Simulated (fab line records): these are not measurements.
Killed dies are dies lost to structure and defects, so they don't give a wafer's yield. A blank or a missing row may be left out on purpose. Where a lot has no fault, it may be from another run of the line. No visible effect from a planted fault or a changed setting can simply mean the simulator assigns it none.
Chamber matching || flow nand_harc || cmp-04 running NHARC_P_M2_CMP_23: 4 sister chambers
The step polishes, t overpolish 20 s, target thk 144.3 nm. 20 wafers are shown with their chamber, then 10 later ones without.

## WAFERS PAIRED WITH THEIR CHAMBERS
{"wafer": "L077.2", "chamber": 0, "motor_current_A (A)": 12.9, "time_to_endpoint_s (s)": 24.9}
{"wafer": "L077.4", "chamber": 1, "motor_current_A (A)": 12.0, "time_to_endpoint_s (s)": 27.6}
{"wafer": "L077.5", "chamber": 2, "motor_current_A (A)": 11.9, "time_to_endpoint_s (s)": 27.9}
{"wafer": "L078.1", "chamber": 2, "motor_current_A (A)": 11.4, "time_to_endpoint_s (s)": 27.1}
{"wafer": "L078.5", "chamber": 1, "motor_current_A (A)": 11.4, "time_to_endpoint_s (s)": 31.2}
{"wafer": "L078.6", "chamber": 2, "motor_current_A (A)": 11.8, "time_to_endpoint_s (s)": 30.7}
{"wafer": "L080.1", "chamber": 3, "motor_current_A (A)": 12.2, "time_to_endpoint_s (s)": 33.1}
{"wafer": "L080.2", "chamber": 0, "motor_current_A (A)": 13.1, "time_to_endpoint_s (s)": 26.7}
{"wafer": "L080.4", "chamber": 2, "motor_current_A (A)": 11.4, "time_to_endpoint_s (s)": 29.8}
{"wafer": "L081.2", "chamber": 2, "motor_current_A (A)": 11.8, "time_to_endpoint_s (s)": 30.4}
{"wafer": "L081.4", "chamber": 1, "motor_current_A (A)": 11.7, "time_to_endpoint_s (s)": 30.2}
{"wafer": "L081.6", "chamber": 2, "motor_current_A (A)": 11.9, "time_to_endpoint_s (s)": 28.4}
{"wafer": "L083.2", "chamber": 3, "motor_current_A (A)": 12.1, "time_to_endpoint_s (s)": 29.0}
{"wafer": "L083.5", "chamber": 3, "motor_current_A (A)": 11.4, "time_to_endpoint_s (s)": 29.3}
{"wafer": "L083.6", "chamber": 2, "motor_current_A (A)": 11.6, "time_to_endpoint_s (s)": 26.8}
{"wafer": "L087.1", "chamber": 2, "motor_current_A (A)": 11.7, "time_to_endpoint_s (s)": 31.1}
{"wafer": "L087.5", "chamber": 1, "motor_current_A (A)": 11.7, "time_to_endpoint_s (s)": 30.1}
{"wafer": "L087.6", "chamber": 2, "motor_current_A (A)": 12.0, "time_to_endpoint_s (s)": 29.8}
{"wafer": "L086.1", "chamber": 0, "motor_current_A (A)": 13.5, "time_to_endpoint_s (s)": 24.0}
{"wafer": "L086.2", "chamber": 2, "motor_current_A (A)": 11.9, "time_to_endpoint_s (s)": 25.6}

SIGNATURES (means of the wafers above)
{"reading": "motor_current_A", "chamber 0": 13.167, "chamber 1": 11.700, "chamber 2": 11.740, "chamber 3": 11.900, "scatter within a chamber": 0.268}
{"reading": "time_to_endpoint_s", "chamber 0": 25.200, "chamber 1": 29.775, "chamber 2": 28.760, "chamber 3": 30.467, "scatter within a chamber": 1.82}
Rule: a wafer's distance from a chamber is the root of the sum, over the readings, of the square of ((its reading less the chamber's mean) divided by the reading's scatter). The wafer belongs to the nearest chamber; if the next one is less than 2 further off, it can't be placed. The scatter: take each reading less its chamber's mean, square it, sum over the shown wafers, divide by the number of wafers less the number of chambers, and take the root.

## WAFERS WITH NO CHAMBER GIVEN
{"wafer": "L086.5", "motor_current_A (A)": 12.6, "time_to_endpoint_s (s)": 30.0}
{"wafer": "L089.2", "motor_current_A (A)": 12.8, "time_to_endpoint_s (s)": 25.4}
{"wafer": "L089.5", "motor_current_A (A)": 11.4, "time_to_endpoint_s (s)": 34.4}
{"wafer": "L089.6", "motor_current_A (A)": 11.6, "time_to_endpoint_s (s)": 29.3}
{"wafer": "L090.2", "motor_current_A (A)": 11.6, "time_to_endpoint_s (s)": 34.0}
{"wafer": "L090.4", "motor_current_A (A)": 11.5, "time_to_endpoint_s (s)": 33.5}
{"wafer": "L090.5", "motor_current_A (A)": 12.0, "time_to_endpoint_s (s)": 33.3}
{"wafer": "L093.1", "motor_current_A (A)": 13.0, "time_to_endpoint_s (s)": 22.6}
{"wafer": "L093.2", "motor_current_A (A)": 11.8, "time_to_endpoint_s (s)": 30.3}
{"wafer": "L093.6", "motor_current_A (A)": 11.5, "time_to_endpoint_s (s)": 29.6}

## WHICH CHAMBER EACH WENT THROUGH
{"wafer": "L086.5", "from the rows above": "can't be placed: 3 or 2 or 1 or 0", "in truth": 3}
{"wafer": "L089.2", "from the rows above": 0, "in truth": 0}
{"wafer": "L089.5", "from the rows above": "can't be placed: 1 or 3 or 2", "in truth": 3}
{"wafer": "L089.6", "from the rows above": "can't be placed: 1 or 2 or 3", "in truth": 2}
{"wafer": "L090.2", "from the rows above": "can't be placed: 3 or 1 or 2", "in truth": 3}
{"wafer": "L090.4", "from the rows above": "can't be placed: 1 or 3 or 2", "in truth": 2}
{"wafer": "L090.5", "from the rows above": "can't be placed: 3 or 1 or 2", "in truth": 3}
{"wafer": "L093.1", "from the rows above": 0, "in truth": 0}
{"wafer": "L093.2", "from the rows above": "can't be placed: 3 or 1 or 2", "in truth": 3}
{"wafer": "L093.6", "from the rows above": "can't be placed: 1 or 2 or 3", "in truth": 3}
2 of 10 placed correctly. These rows do not allow placing 8 (true chamber among the candidates in 8). 0 placed wrongly.
